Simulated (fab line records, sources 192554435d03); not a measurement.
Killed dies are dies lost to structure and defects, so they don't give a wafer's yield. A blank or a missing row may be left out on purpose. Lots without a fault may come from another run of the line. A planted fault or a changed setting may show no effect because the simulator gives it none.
Chamber matching | flow n5_finfet | N5_BEOL_M8_DEP_56 on pecvd-03: 3 sister chambers
The step deposits SiCN from 3MS/NH3, target thk 10 nm, time 17.5 s. 3 wafers are shown with their chamber, then 10 later ones without.

WAFERS WITH THEIR CHAMBER
wafer  | chamber | showerhead_plenum_p_Torr (Torr)
L087.6 | 1       | 3.654
L089.1 | 2       | 3.663
L089.2 | 0       | 3.647

WAFERS WITHOUT THEIR CHAMBER
wafer  | showerhead_plenum_p_Torr (Torr)
L089.4 | 3.665
L093.2 | 3.668
L093.5 | 3.660
L093.6 | 3.642
L094.1 | 3.661
L094.4 | 3.661
L094.6 | 3.656
L097.1 | 3.659
L097.2 | 3.645
L097.6 | 3.657

WHICH CHAMBER EACH WENT THROUGH
wafer  | from the rows above     | in truth
L089.4 | 2                       | 2
L093.2 | 2                       | 2
L093.5 | can't be placed: 2 or 1 | 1
L093.6 | 0                       | 0
L094.1 | can't be placed: 2 or 1 | 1
L094.4 | can't be placed: 2 or 1 | 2
L094.6 | can't be placed: 1 or 2 | 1
L097.1 | can't be placed: 2 or 1 | 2
L097.2 | 0                       | 0
L097.6 | can't be placed: 1 or 2 | 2
Placed correctly: 4 of 10. Can't be placed from these rows: 6 (the true chamber is among the candidates in 6). Placed wrongly: 0.
How it was worked out, from the rows above alone: a wafer's distance from a chamber is the root of the sum, over the readings, of the square of ((its reading less the chamber's mean) divided by the reading's scatter). The wafer belongs to the nearest chamber; if the next one is less than 2 further off, it can't be placed. A chamber's mean is the mean of its shown wafers. The scatter: with one shown wafer a chamber, the root of the mean of the squares of how far each hidden wafer lies from its nearest shown one.
